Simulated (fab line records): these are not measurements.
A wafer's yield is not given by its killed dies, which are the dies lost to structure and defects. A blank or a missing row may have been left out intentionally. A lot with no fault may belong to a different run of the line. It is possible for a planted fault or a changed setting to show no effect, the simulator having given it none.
Chamber matching || flow n5-finfet || cmp-03 running N5_GATE_CUT_CMP_61: 4 sister chambers
The step polishes, stops on SiNx, t overpolish 3 s. 8 wafers are shown with their chamber, then 8 later ones without.

== WAFERS WITH THEIR CHAMBER ==
{"wafer": "L081.3", "chamber": 1, "motor-current-A (A)": 13.4, "retaining-ring-pressure-frac": 1.003}
{"wafer": "L083.1", "chamber": 2, "motor-current-A (A)": 12.2, "retaining-ring-pressure-frac": 0.996}
{"wafer": "L083.2", "chamber": 0, "motor-current-A (A)": 10.8, "retaining-ring-pressure-frac": 0.998}
{"wafer": "L083.4", "chamber": 3, "motor-current-A (A)": 12.4, "retaining-ring-pressure-frac": 0.999}
{"wafer": "L086.2", "chamber": 1, "motor-current-A (A)": 13.8, "retaining-ring-pressure-frac": 1.008}
{"wafer": "L086.3", "chamber": 3, "motor-current-A (A)": 12.3, "retaining-ring-pressure-frac": 1.002}
{"wafer": "L086.4", "chamber": 2, "motor-current-A (A)": 12.5, "retaining-ring-pressure-frac": 0.989}
{"wafer": "L088.1", "chamber": 0, "motor-current-A (A)": 11.5, "retaining-ring-pressure-frac": 1.000}

== WAFERS WHOSE CHAMBER IS MISSING ==
{"wafer": "L088.2", "motor-current-A (A)": 12.1, "retaining-ring-pressure-frac": 0.990}
{"wafer": "L090.1", "motor-current-A (A)": 10.3, "retaining-ring-pressure-frac": 0.994}
{"wafer": "L090.3", "motor-current-A (A)": 12.7, "retaining-ring-pressure-frac": 1.004}
{"wafer": "L093.2", "motor-current-A (A)": 10.3, "retaining-ring-pressure-frac": 0.998}
{"wafer": "L093.4", "motor-current-A (A)": 12.7, "retaining-ring-pressure-frac": 0.998}
{"wafer": "L094.2", "motor-current-A (A)": 12.0, "retaining-ring-pressure-frac": 1.005}
{"wafer": "L097.1", "motor-current-A (A)": 13.1, "retaining-ring-pressure-frac": 0.998}
{"wafer": "L097.4", "motor-current-A (A)": 13.4, "retaining-ring-pressure-frac": 0.997}

== THE CHAMBER EACH PASSED THROUGH ==
{"wafer": "L088.2", "from the rows above": 2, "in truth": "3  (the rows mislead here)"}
{"wafer": "L090.1", "from the rows above": 0, "in truth": 0}
{"wafer": "L090.3", "from the rows above": "can't be placed: 3 or 1", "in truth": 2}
{"wafer": "L093.2", "from the rows above": 0, "in truth": 0}
{"wafer": "L093.4", "from the rows above": "can't be placed: 3 or 2", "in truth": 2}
{"wafer": "L094.2", "from the rows above": "can't be placed: 3 or 0", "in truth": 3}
{"wafer": "L097.1", "from the rows above": "can't be placed: 3 or 1 or 2", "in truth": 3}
{"wafer": "L097.4", "from the rows above": "can't be placed: 1 or 3 or 2", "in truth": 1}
2 of 8 placed correctly. Not placeable from these rows: 5 (in 4, the candidates include the true chamber). Placed wrongly: 1.
How it was worked out, from the rows above alone: a wafer's distance from a chamber is the root of the sum, over the readings, of the square of ((its reading less the chamber's mean) divided by the reading's scatter). If the next closest chamber is less than 2 further off than the closest, the wafer can't be placed; otherwise it belongs to the closest. A chamber's mean is the mean of its shown wafers. How the scatter is found: for the shown wafers, subtract from each reading the mean of its chamber, square and add these, divide the total by (wafers less chambers), then take the root.
